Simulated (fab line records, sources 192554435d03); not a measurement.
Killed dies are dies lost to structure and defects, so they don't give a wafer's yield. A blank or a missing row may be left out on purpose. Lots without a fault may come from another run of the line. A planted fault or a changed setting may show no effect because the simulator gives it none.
A struck lot beside a sound one | flow n5_finfet | 38 steps out of a route of 1938
Sound: wafers L727.2, L727.3, L727.6. Struck: wafer L730.4. (L730.2, L730.3 of the same lot were not struck and are left out.) The cause comes at the end.
At each step with rows: each side's tool, then ch and its chambers, then its first start. Under that, the readings that differ: sound wafers | struck wafers | difference of the means | sigmas: that difference in standard deviations of wafers without a fault.
alike: readings whose means differ by less than 2 such deviations, and words and numbers that are the same on both sides. not compared: withheld readings, readings that some wafer has no value for, bounds like >300 that may hide the same value, and numbers for which the record gives no deviation and whose values overlap.
The two part at a step that has a row with sigmas, a row that says differs or no value, or rows on one side only. Numbers that don't overlap but have no deviation are shown without sigmas and don't part them. A reading that every wafer of one side lacks parts them only if that side has two wafers or more.

first, 11 steps without rows for these wafers: N5_FIN_SAQP_SPACER1_ETCHBACK_25 (etches SiO2 in CHF3/O2, target depth 24.4 nm, time 12.2 s); N5_FIN_SAQP_MANDREL1_REMOVE_56 (chemistry HBr/Cl2/O2, target a-Si, stops on SiNx, bt time 10 s); N5_FIN_SAQP_ETCH_57 (etches SiNx in CH3F/O2, target depth 32.5 nm, time 46.4 s); N5_FIN_SAQP_ETCH_65 (etches SiO2 in CF4, target depth 4 nm, time 4.4 s); N5_FIN_SAQP_MANDREL_ETCH_58 (etches a-Si in HBr/Cl2, stops on SiNx, target depth 45 nm, bt time 10 s, time 27 s); N5_FIN_SAQP_RECESS_63 (chemistry HF/NH3, target SiO2, target depth 18 nm, afs cycles 3, sublimation time 60 s); N5_FIN_SAQP_COAT_68 (time 60 s, resist thk 100 nm); N5_FIN_SAQP_ETCH_69 (etches SOC in N2/H2, stops on SiNx, target depth 150 nm); N5_FIN_SAQP_ETCH_67 (etches SiNx in CH3F/O2, target depth 30 nm); N5_FIN_SAQP_STRIP_70 (strips in N2/H2); N5_FIN_SAQP_RECESS_71 (chemistry HF/NH3, target SiO2, target depth 3 nm, afs cycles 1, sublimation time 60 s).
N5_FIN_SAQP_SPACER2_ALD_28: deposits SiO2, target thk 8.1 nm, pulse time 1 s, purge time 2 s.
  sound on ald_sin-02 ch 1,3, day 4 08:58; struck on ald_sin-02 ch 2, day 5 02:09
  alike: heater_power_w, precursor_pulse_height_rel
then, 10 steps without rows for these wafers: N5_FIN_SAQP_SPACER2_ETCHBACK_29 (etches SiO2 in CHF3/O2, target depth 12.2 nm, time 6.1 s); N5_FIN_SAQP_MANDREL2_REMOVE_60 (chemistry HBr/Cl2/O2, target a-Si, stops on SiNx, bt time 10 s); N5_FIN_SAQP_HM_OPEN_33 (chemistry CH3F/O2, target SiNx, target depth 49.4 nm, time 70.6 s); N5_FIN_SAQP_ETCH_34 (etches SiO2 in C4F6/O2, target depth 45 nm, time 15 s); N5_FIN_SAQP_STRIP_77 (strips in N2/H2, time 90 s); N5_FIN_SAQP_ETCH_64 (etches SiO2 in CF4, target depth 1.5 nm); N5_FIN_SAQP_FIN_ETCH_36 (etches the open film in HBr/Cl2/O2, target depth 120 nm, time 50.4 s); N5_FIN_SAQP_PRECLEAN_38 (cleans in O3/DIW, time 45 s); N5_FIN_SAQP_PRECLEAN_45 (cleans in dHF, time 10 s); N5_FIN_SAQP_SRD_39 (time 30 s).
N5_FIN_SAQP_INSPECT_40: inspects for defects (brightfield).
  sound on defect_inspect-01, day 4 10:10; struck on defect_inspect-01, day 5 03:16
  reading          | sound       | struck | difference | sigmas
  raw_defect_count | 155 147 152 | 746    | +595       | +8
then, 9 steps without rows for these wafers: N5_FIN_CUT_COAT_18 (time 60 s, resist thk 230 nm); N5_FIN_CUT_COAT_19 (time 60 s, resist thk 20 nm); N5_FIN_CUT_COAT_29 (time 60 s, resist thk 10 nm); N5_FIN_CUT_COAT_02 (resist thk 30 nm); N5_FIN_CUT_EBR_04; N5_FIN_CUT_SOFTBAKE_03 (time 60 s); N5_FIN_CUT_EXPOSE_05 (exposes mask FIN CUT); N5_FIN_CUT_PEB_06 (peb time 60 s); N5_FIN_CUT_DEVELOP_07 (develop time 30 s).
N5_FIN_CUT_INSPECT_10: inspects for defects (brightfield).
  sound on defect_inspect-01, day 4 10:40; struck on defect_inspect-02, day 5 03:47
  reading          | sound    | struck | difference | sigmas
  raw_defect_count | 32 32 28 | 582    | +551       | +50
then, 2 steps without rows for these wafers: N5_FIN_CUT_DESCUM_13 (chemistry O2, time 7 s); N5_FIN_CUT_ETCH_30 (etches underlayer in N2/H2, target depth 13 nm, time 10.4 s).
N5_FIN_CUT_INSPECT_17: inspects for defects (brightfield).
  sound on defect_inspect-02, day 4 11:37; struck on defect_inspect-01, day 5 05:06
  reading          | sound       | struck | difference | sigmas
  raw_defect_count | 171 144 161 | 731    | +572       | +8
-- the record jumps here: 6 days lie between the struck wafers' starts before and after (it left off in module FIN_CUT and takes up again in module BEOL_M4, whose first step shown is number 1111 of the route) --
N5_BEOL_M4_RC_MEAS_101:
  sound on prober-02 ch 0, day 10 06:39; struck on prober-02 ch 0, day 11 06:29
  reading       | sound          | struck | difference | sigmas
  DIBL_N (mV/V) | 35.9 32.5 35.2 | 37.7   | +3.2       | +2
  alike: DIBL_P, IOFF_N, IOFF_P, ION_N, ION_P, SS_N, SS_P, VT_N, VT_P
-- the record jumps here: 4 days lie between the struck wafers' starts before and after (it left off in module BEOL_M4 and takes up again in module PASSIVATION, whose first step shown is number 1936 of the route) --
N5_PASSIVATION_PROBE_49:
  sound on prober-01, day 14 11:29; struck on prober-01, day 15 06:56
  reading                  | sound          | struck | difference | sigmas
  defect_limited_yield (%) | 91.9 92.0 90.8 | 84.7   | -6.9       | -5
  killed_at_front_end      | 31 42 42       | 111    | +73        | +7
  killed_dies              | 96 94 108      | 181    | +82        | +5
  killed_on_rim            | 10 17 16       | 30     | +16        | +4
  killed_short             | 27 36 27       | 46     | +16        | +2
  sort_bin_5_function (%)  | 4.2 5.1 4.8    | 9.2    | +4.5       | +5
  sort_n_pass              | 1084 1086 1072 | 999    | -82        | -5
  sort_yield_pct (%)       | 91.9 92.0 90.8 | 84.7   | -6.9       | -5
  alike: killed_at_M0_to_M3, killed_at_M4_up, killed_at_contacts, killed_at_other, killed_open, sort_bin_6_memory

WHERE THEY PART
First at N5_FIN_SAQP_INSPECT_40; last, within this record, at N5_PASSIVATION_PROBE_49.

WHY: what the simulator had put in
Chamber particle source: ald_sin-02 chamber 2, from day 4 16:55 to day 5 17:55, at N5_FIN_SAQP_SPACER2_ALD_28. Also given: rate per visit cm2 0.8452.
